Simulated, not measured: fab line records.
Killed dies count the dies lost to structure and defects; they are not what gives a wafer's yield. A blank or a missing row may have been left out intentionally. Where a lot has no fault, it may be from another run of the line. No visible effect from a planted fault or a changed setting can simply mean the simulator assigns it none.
The same fault as seen by 3 desks | flow nand harc | what lay behind the numbers comes last; until then each desk has only its own

AT THE METROLOGY DESK
Means of the sampled wafers that have a number, per lot and without regard to the tool the lot ran on: this is what the gauges read. Marked OUT: a lot whose mean sits more than 4 standard deviations from the usual mean, which makes it out of limits; the brackets give that distance.
Columns: A = trench depth nm at NHARC_P_STI_OCD_MEAS_17, usual 302 nm; B = trench foot cd nm at NHARC_P_STI_OCD_MEAS_17, usual 156.9 nm
lot  | first seen here | A              | B
L319 | day 3 07:38     | 301            | 155.6
L320 | day 3 18:47     | 297            | 156.8
L327 | day 6 16:40     | 346 (+8.4) OUT | 152.1
L330 | day 7 19:13     | 381 (+15) OUT  | 145.4 (-4.6) OUT
L331 | day 8 05:44     | 301            | 154.7
L334 | day 9 12:19     | 305            | 158.3
L336 | day 10 10:41    | 299            | 155.9
L338 | day 11 05:39    | 306            | 159.2
L339 | day 11 14:16    | 306            | 158.4
L340 | day 12 01:32    | 303            | 158.0
L341 | day 12 12:33    | 305            | 157.2
This desk finds L327, L330 out of limits, L327 being first, at day 6 16:40 (trench depth nm at NHARC_P_STI_OCD_MEAS_17). In limits: L319, L320, L331, L334, L336, L338, L339, L340, L341.

THE TOOL OWNER'S DESK: rie si-04
The tool's own readings at NHARC_P_STI_ETCH_15 (etches the open film in HBr/Cl2, target depth 300 nm, time 100.1 s): means of the sampled wafers that have a number, for each lot that ran on this tool. Marked OUT: a lot whose mean sits more than 4 standard deviations from the usual mean, which makes it out of limits; the brackets give that distance.
Columns: A = drypump motor current A at NHARC_P_STI_ETCH_15, usual 5.8 A; B = oes product au at NHARC_P_STI_ETCH_15, usual 1.002 a.u.; C = throttle valve pct at NHARC_P_STI_ETCH_15, usual 26.405 %
lot  | first seen here | A   | B                | C
L319 | day 3 07:22     | 5.6 | 1.003            | 26.407
L327 | day 6 16:26     | 5.6 | 1.094 (+7.7) OUT | 26.404
L330 | day 7 18:59     | 5.6 | 1.167 (+14) OUT  | 26.405
L338 | day 11 05:24    | 5.9 | 1.006            | 26.404
L340 | day 12 01:19    | 5.9 | 1.011            | 26.404
This desk finds L327, L330 out of limits, L327 being first, at day 6 16:26 (oes product au at NHARC_P_STI_ETCH_15). In limits: L319, L338, L340.

THE DEFECT DESK
Inspection counts along the route, by lot: the mean over sampled wafers that carry a number. Marked OUT: a lot whose mean sits more than 4 standard deviations from the usual mean, which makes it out of limits; the brackets give that distance.
Columns: A = raw defect count at NHARC_P_START_INSPECT_01, usual 3.7
lot  | first seen here | A
L319 | day 2 06:02     | 4.7
L320 | day 2 16:03     | 4.3
L327 | day 5 14:02     | 3.7
L330 | day 6 20:02     | 2.3
L331 | day 7 06:02     | 3.7
L334 | day 8 12:02     | 1.3
L336 | day 9 08:02     | 3.3
L338 | day 10 04:02    | 3.3
L339 | day 10 14:02    | 3.3
L340 | day 11 00:03    | 3.3
L341 | day 11 10:02    | 2.7
Finding of this desk: none of the 11 lots has anything out of limits.

BROUGHT TOGETHER
At day 6 16:26, on L327, L330, the tool owner's desk was in a position to raise an alarm.
The metrology desk could have raised an alarm at day 6 16:40, on L327, L330.
Nothing out of limits was seen by the defect desk.
The defect desk has L327, L330 on record, within its limits.
NHARC_P_STI_ETCH_15 was run on rie si-04 by each of the lots named.

WHAT WAS PUT IN BY THE SIMULATOR
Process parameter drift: rie si-04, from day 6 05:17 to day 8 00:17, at NHARC_P_STI_ETCH_15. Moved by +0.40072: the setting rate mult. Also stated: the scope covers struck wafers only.
Lots struck among those shown: L327, L330.
Delay (hours) between the fault's onset and each desk's first out-of-limits reading: 11 at the tool owner's desk, 11 at the metrology desk.
